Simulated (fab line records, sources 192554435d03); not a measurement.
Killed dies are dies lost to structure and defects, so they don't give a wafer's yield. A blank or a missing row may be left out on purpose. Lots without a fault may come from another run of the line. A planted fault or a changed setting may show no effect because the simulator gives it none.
A struck lot beside a sound one | flow n5_finfet | 16 steps out of a route of 1938
Sound: wafers L574.3, L574.5, L574.6. Struck: wafers L587.3, L587.4, L587.6. The cause comes at the end.
At each step with rows: each side's tool, then ch and its chambers, then its first start. Under that, the readings that differ: sound wafers | struck wafers | difference of the means | sigmas: that difference in standard deviations of wafers without a fault.
alike: readings whose means differ by less than 2 such deviations, and words and numbers that are the same on both sides. not compared: withheld readings, readings that some wafer has no value for, bounds like >300 that may hide the same value, and numbers for which the record gives no deviation and whose values overlap.
The two part at a step that has a row with sigmas, a row that says differs or no value, or rows on one side only. Numbers that don't overlap but have no deviation are shown without sigmas and don't part them. A reading that every wafer of one side lacks parts them only if that side has two wafers or more.

N5_BEOL_M1_STRIP_97: strips in N2/H2, time 10 s.
  sound on rie_diel-03 ch 1,2,3; struck on rie_diel-01 ch 0,1,3
  alike: drypump_motor_current_A, oes_product_au, rf_vpp_V, showerhead_plenum_p_Torr, throttle_valve_pct
  not compared: rf_hours_counter_h
N5_BEOL_M1_OCD_MEAS_38:
  sound on ocd-01, day 6 16:44; struck on ocd-01, day 10 03:22
  alike: trench_depth_nm
then, 4 steps without rows for these wafers: N5_BEOL_M1_HM_STRIP_39 (strips TiN in peroxide tin strip, target depth 25 nm, time 158 s); N5_BEOL_M1_SRD_40 (time 30 s); N5_BEOL_M1_PRECLEAN_42 (cleans in residue remover, time 60 s); N5_BEOL_M1_SRD_43 (time 30 s).
N5_BEOL_M1_CD_MEAS_35: target cd 18 nm, target cd y 21 nm.
  sound on cd_sem-02, day 6 16:53; struck on cd_sem-02, day 10 03:32
  alike: cd_nm
N5_BEOL_M1_DEGAS_44: time 60 s.
  sound on pvd_sputter-03, day 6 17:07; struck on pvd_sputter-01, day 10 03:44
  alike: heater_power_w
N5_BEOL_M1_PRE_CLEAN_45: time 30 s.
  sound on pvd_sputter-03, day 6 17:09; struck on pvd_sputter-01, day 10 03:46
  alike: heater_power_w
then, 1 step without rows for these wafers: N5_BEOL_M1_ALD_84 (deposits TaN, pulse time 2 s, purge time 3 s, co reactant purge time 2 s).
N5_BEOL_M1_SURFACE_TREAT_85:
  sound on pvd_sputter-01, day 6 17:26; struck on pvd_sputter-01, day 10 04:29
  not compared: throttle_valve_pct
then, 1 step without rows for these wafers: N5_BEOL_M1_CVD_47 (deposits Co from CCTBA/H2, target thk 3 nm, time 223.8 s).
N5_BEOL_M1_SPUTTER_48: material Cu, target thk 4.5 nm, time 8.29 s.
  sound on pvd_sputter-01, day 6 17:41; struck on pvd_sputter-01, day 10 04:46
  no value came back on the struck wafers for chamber_pressure_pa (Pa), chuck_gas_flow_sccm (sccm), throttle_valve_pct (%); on the sound wafers chamber_pressure_pa (Pa) reads 0.07001 0.07017 0.06999
N5_BEOL_M1_ANNEAL_49: time 240 s.
  sound on pvd_sputter-01, day 6 17:46; struck on pvd_sputter-01, day 10 04:50
  alike: heater_power_w
N5_BEOL_M4_RC_MEAS_101:
  sound on prober-02 ch 0, day 8 07:55; struck on prober-01 ch 0, day 11 21:33
  alike: DIBL_N, DIBL_P, IOFF_N, IOFF_P, ION_N, ION_P, SS_N, SS_P, VT_N, VT_P
-- the record jumps here: 4 days lie between the struck wafers' starts before and after (it left off in module BEOL_M4 and takes up again in module PASSIVATION, whose first step shown is number 1936 of the route) --
N5_PASSIVATION_PROBE_49:
  the record has rows for the struck wafers here (prober-02, day 16 08:35) and none for the sound ones

WHERE THEY PART
First at N5_BEOL_M1_SPUTTER_48; last, within this record, at N5_PASSIVATION_PROBE_49.

WHY: what the simulator had put in
Skipped step whole: pvd_sputter-01, from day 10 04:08 on, at N5_BEOL_M1_SPUTTER_48. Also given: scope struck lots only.
